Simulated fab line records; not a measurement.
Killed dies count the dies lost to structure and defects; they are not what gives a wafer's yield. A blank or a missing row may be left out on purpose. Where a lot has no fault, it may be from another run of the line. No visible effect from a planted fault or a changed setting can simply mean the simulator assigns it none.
Which tool was responsible? || flow n5 finfet || 9 lots with 27 wafers sampled at 3 steps, on a route of 1938 steps

## WHAT THE GAUGES SHOWED, per wafer
N5_BEOL_M1_OCD_MEAS_38.
{"lot": "L110", "measured": "day 6 08:01", "on": "ocd-01", "trench depth nm (nm)": "55.5 55.5 55.0"}
{"lot": "L111", "measured": "day 6 19:22", "on": "ocd-01", "trench depth nm (nm)": "56.1 55.4 56.4"}
{"lot": "L114", "measured": "day 7 10:49", "on": "ocd-02", "trench depth nm (nm)": "56.3 56.2 56.3"}
{"lot": "L118", "measured": "day 8 13:02", "on": "ocd-02", "trench depth nm (nm)": "55.7 55.3 56.1"}
{"lot": "L121", "measured": "day 9 13:49", "on": "ocd-02", "trench depth nm (nm)": "55.9 56.3 55.6"}
{"lot": "L124", "measured": "day 10 00:13", "on": "ocd-02", "trench depth nm (nm)": "56.1 56.3 65.8"}
{"lot": "L128", "measured": "day 10 23:44", "on": "ocd-01", "trench depth nm (nm)": "55.0 55.0 53.2"}
{"lot": "L132", "measured": "day 12 05:14", "on": "ocd-01", "trench depth nm (nm)": "55.9 55.0 55.7"}
{"lot": "L133", "measured": "day 12 11:16", "on": "ocd-02", "trench depth nm (nm)": "53.5 55.1 54.4"}

## WHICH TOOL RAN EACH LOT (tool, then ch and the chambers of the sampled wafers, then the start)
{"lot": "L110", "N5_BEOL_M1_STRIP_19": "rie diel-03 ch 0,1,2, day 6 05:13", "N5_BEOL_M1_TRENCH_ETCH_37": "rie diel-03 ch 1,2,3, day 6 07:52"}
{"lot": "L111", "N5_BEOL_M1_STRIP_19": "rie diel-03 ch 2,3, day 6 08:59", "N5_BEOL_M1_TRENCH_ETCH_37": "rie diel-03 ch 0,2,3, day 6 19:12"}
{"lot": "L114", "N5_BEOL_M1_STRIP_19": "rie diel-05 ch 0,2, day 7 08:01", "N5_BEOL_M1_TRENCH_ETCH_37": "rie diel-05 ch 2,3, day 7 10:39"}
{"lot": "L118", "N5_BEOL_M1_STRIP_19": "rie diel-05 ch 0,1,2, day 8 04:42", "N5_BEOL_M1_TRENCH_ETCH_37": "rie diel-05 ch 1,3, day 8 12:52"}
{"lot": "L121", "N5_BEOL_M1_STRIP_19": "rie diel-03 ch 0,1, day 9 00:39", "N5_BEOL_M1_TRENCH_ETCH_37": "rie diel-05 ch 1,2, day 9 13:40"}
{"lot": "L124", "N5_BEOL_M1_STRIP_19": "rie diel-04 ch 0,2, day 9 21:29", "N5_BEOL_M1_TRENCH_ETCH_37": "rie diel-05 ch 0,1,2, day 10 00:03"}
{"lot": "L128", "N5_BEOL_M1_STRIP_19": "rie diel-05 ch 0,1, day 10 12:15", "N5_BEOL_M1_TRENCH_ETCH_37": "rie diel-04 ch 0,1,2, day 10 23:35"}
{"lot": "L132", "N5_BEOL_M1_STRIP_19": "rie diel-04 ch 0,2,3, day 11 15:10", "N5_BEOL_M1_TRENCH_ETCH_37": "rie diel-03 ch 1,3, day 12 05:05"}
{"lot": "L133", "N5_BEOL_M1_STRIP_19": "rie diel-04 ch 1,2, day 12 01:05", "N5_BEOL_M1_TRENCH_ETCH_37": "rie diel-03 ch 0,1,3, day 12 11:06"}
- N5_BEOL_M1_STRIP_19: strips in O2.
- N5_BEOL_M1_TRENCH_ETCH_37: etches SiOC in C4F6/O2, target depth 55.207 nm, time 29 s.

## THE ANSWER, worked out from the rows above alone
Rule: what is usual is taken from the lots themselves. The widest of any qualifying gaps counts: lots, ordered by their means at a reading, are off when they make up no more than a third of the lots, leave a main group of 4 or more, and stand apart from it by 3 or more times the standard deviation of that group's means. A main group whose means are all the same, to the digits that the tables above print for the reading, isn't used. A lot without any number at a reading at which 4 lots or more have one is off too. All remaining lots with rows at the step are treated as sound.
Off: L124, at N5_BEOL_M1_OCD_MEAS_38 (trench depth nm). Main group: mean 55.4 nm, sd 0.67.
A tool fits if, at a process step before that reading, it ran every lot that is off, and no sound lot after the first of them. The gauges at N5_BEOL_M1_OCD_MEAS_38 are tried like those tools. One candidate fits, namely rie diel-05 at N5_BEOL_M1_TRENCH_ETCH_37. A fault onset in the window from L121 (day 9 13:40, its last sound lot) to L124 (day 10 00:03, its first lot off) fits.

## WHAT THE SIMULATOR HAD INSERTED
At N5_BEOL_M1_TRENCH_ETCH_37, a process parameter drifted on rie diel-05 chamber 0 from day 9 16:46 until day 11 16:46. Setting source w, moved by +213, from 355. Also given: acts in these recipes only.
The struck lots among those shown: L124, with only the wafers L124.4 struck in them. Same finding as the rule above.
